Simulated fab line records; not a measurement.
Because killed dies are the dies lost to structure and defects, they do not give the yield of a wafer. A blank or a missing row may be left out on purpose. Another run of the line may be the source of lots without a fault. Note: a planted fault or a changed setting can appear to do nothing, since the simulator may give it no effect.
Matching of chambers || flow n5 finfet || rie diel-03 running N5_BEOL_M14_VIA_ETCH_16: 4 sister chambers
The step etches SiO2 in C4F8/O2/Ar, target depth 1231.3 nm. 4 wafers are shown with their chamber, then 8 later ones without.

== WAFERS, EACH WITH ITS CHAMBER ==
{"wafer": "L088.2", "chamber": 0, "drypump motor current A (A)": 6.3}
{"wafer": "L087.1", "chamber": 3, "drypump motor current A (A)": 5.8}
{"wafer": "L087.5", "chamber": 2, "drypump motor current A (A)": 5.8}
{"wafer": "L093.4", "chamber": 1, "drypump motor current A (A)": 4.8}

== WAFERS WITH NO CHAMBER GIVEN ==
{"wafer": "L093.5", "drypump motor current A (A)": 4.8}
{"wafer": "L093.6", "drypump motor current A (A)": 5.8}
{"wafer": "L092.1", "drypump motor current A (A)": 6.3}
{"wafer": "L092.2", "drypump motor current A (A)": 4.9}
{"wafer": "L092.5", "drypump motor current A (A)": 4.8}
{"wafer": "L096.1", "drypump motor current A (A)": 5.8}
{"wafer": "L096.2", "drypump motor current A (A)": 4.8}
{"wafer": "L096.6", "drypump motor current A (A)": 4.8}

== EACH ONE'S CHAMBER ==
{"wafer": "L093.5", "from the rows above": 1, "in truth": 1}
{"wafer": "L093.6", "from the rows above": "can't be placed: 2 or 3", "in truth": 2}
{"wafer": "L092.1", "from the rows above": 0, "in truth": 0}
{"wafer": "L092.2", "from the rows above": 1, "in truth": 1}
{"wafer": "L092.5", "from the rows above": 1, "in truth": 1}
{"wafer": "L096.1", "from the rows above": "can't be placed: 2 or 3", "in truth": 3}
{"wafer": "L096.2", "from the rows above": 1, "in truth": 1}
{"wafer": "L096.6", "from the rows above": 1, "in truth": 1}
Correctly placed: 6 of 8. From these rows, 2 cannot be placed; in 2 the true chamber is one of the candidates. Number placed wrongly: 0.
How it was worked out, from the rows above alone: a wafer's distance from a chamber is the root of the sum, over the readings, of the square of ((its reading less the chamber's mean) divided by the reading's scatter). If the next closest chamber is less than 2 further off than the closest, the wafer can't be placed; otherwise it belongs to the closest. The mean given for a chamber averages the wafers shown for that chamber. The scatter: with one shown wafer a chamber, the root of the mean of the squares of how far each hidden wafer lies from its nearest shown one.
